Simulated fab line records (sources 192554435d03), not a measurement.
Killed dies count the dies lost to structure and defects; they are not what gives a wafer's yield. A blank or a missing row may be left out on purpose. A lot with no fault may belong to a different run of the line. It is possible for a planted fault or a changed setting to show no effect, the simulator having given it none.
Split-lot trial | flow n5-finfet | 7 lots, 21 wafers read, on a route of 1938 steps

THE SPLIT ITSELF
At N5_HKMG_FIN_COAT_06 (resist thk 90 nm), the setting spin-rpm was moved away from the recipe's 1500 rpm on 8 of the 21 wafers read, by -9.9% to -3.8%. The other wafers ran this setting at the recipe's value.

FROM THE SPLIT TO THE READING: what the file shows between them, 2 steps
- N5_HKMG_FIN_EBR_08
- N5_HKMG_FIN_SOFTBAKE_07: time 60 s

THE READING
CAR-ArF_of_HKMG_FIN_COAT_06.thk-nm (the simulator's own value, which no gauge read), in nm, at N5_HKMG_FIN_DESCUM_17 (chemistry O2, time 7.9 s). There is no usual value for it anywhere in the file. Across the 13 wafers here that went through the recipe, the average is 83.5 nm and the standard deviation 0.36 nm.

wafer  | tool, chamber at the split | spin-rpm as run, rpm | against the recipe | CAR-ArF_of_HKMG_FIN_COAT_06.thk-nm, nm | against lot-mates on the recipe
L078.1 | litho-track-01, 0          | 1500                 | recipe             | 83                                     | -
L078.2 | litho-track-01, 0          | 1500                 | recipe             | 83                                     | -
L078.5 | litho-track-01, 0          | 1500                 | recipe             | 83                                     | -
L080.2 | litho-track-05, 0          | 1500                 | recipe             | 83.4                                   | -
L080.3 | litho-track-05, 0          | 1500                 | recipe             | 83.4                                   | -
L080.4 | litho-track-05, 0          | 1500                 | recipe             | 83.6                                   | -
L081.1 | litho-track-05, 0          | 1500                 | recipe             | 83.4                                   | -
L081.2 | litho-track-05, 0          | 1411                 | -5.9%              | 86.2                                   | +2.8
L081.4 | litho-track-05, 0          | 1411                 | -5.9%              | 86.2                                   | +2.8
L082.1 | litho-track-01, 0          | 1500                 | recipe             | 83.6                                   | -
L082.2 | litho-track-01, 0          | 1443                 | -3.8%              | 85.6                                   | +2.0
L082.5 | litho-track-01, 0          | 1443                 | -3.8%              | 85.6                                   | +2.0
L087.2 | litho-track-01, 0          | 1352                 | -9.9%              | 88.6                                   | +4.8
L087.4 | litho-track-01, 0          | 1500                 | recipe             | 83.8                                   | -
L087.5 | litho-track-01, 0          | 1352                 | -9.9%              | 88.4                                   | +4.6
L089.2 | litho-track-05, 0          | 1500                 | recipe             | 84.2                                   | -
L089.3 | litho-track-05, 0          | 1500                 | recipe             | 83.6                                   | -
L089.5 | litho-track-05, 0          | 1500                 | recipe             | 84                                     | -
L094.1 | litho-track-05, 0          | 1361                 | -9.3%              | 88                                     | +4.6
L094.6 | litho-track-05, 0          | 1361                 | -9.3%              | 88                                     | +4.6
L094.2 | litho-track-05, 0          | 1500                 | recipe             | 83.4                                   | -

THE FIT
A straight line over all 21 wafers: CAR-ArF_of_HKMG_FIN_COAT_06.thk-nm changes by -0.494 nm for each +1% of spin-rpm; r = -0.99; the points scatter about the line by 0.32 nm.
The same after taking each lot's own level away (the mean of its wafers on the recipe; 21 wafers): -0.485 nm for each +1%; r = -1.00; scatter 0.13 nm.
The reading moves by 4.8 nm for the largest change in spin-rpm, on that fit.
The span of the lots' own levels, 83.00 to 83.93 nm, comes to 2.6 times the standard deviation stated above.
The two slopes agree, so the slope changes little with the lot-to-lot level.
Check: for one of the wafers moved furthest among these (-9.9%), held out of the fit, the line's prediction against its lot-mates is +4.79 nm. It came out at +4.8 nm against them.

ADDITIONAL SPLITS CARRIED BY THESE WAFERS
Before the reading, these wafers also passed through other splits. Each is held against what the fit with the lots' levels taken away leaves over:
other split on the same wafers     | wafers away from the commonest value | r with CAR-ArF_of_HKMG_FIN_COAT_06.thk-nm (lot level and that fit taken away)
N5_SDB_EXPOSE_08 dose-mj           | 7                                    | -0.16
N5_HKMG_FIN_PWFM_ALD_03 ald-cycles | 8                                    | -0.33

THE WHOLE CHAIN: every reading that the file lists as answering this split, in the file's order
step                  | what it does             | reading                                                                             | change (the file's fit)               | r (the file's)
N5_HKMG_FIN_COAT_06   | resist thk 90 nm         | CAR-ArF_of_HKMG_FIN_COAT_06.thk-nm (the simulator's own value, which no gauge read) | -0.476 nm for each +1% of the setting | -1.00
N5_HKMG_FIN_DESCUM_17 | chemistry O2, time 7.9 s | CAR-ArF_of_HKMG_FIN_COAT_06.thk-nm (the simulator's own value, which no gauge read) | -0.486 nm for each +1% of the setting | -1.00

THE FILE'S OWN FIT
CAR-ArF_of_HKMG_FIN_COAT_06.thk-nm changes by -0.486 nm for each +1% of spin-rpm, r = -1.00.
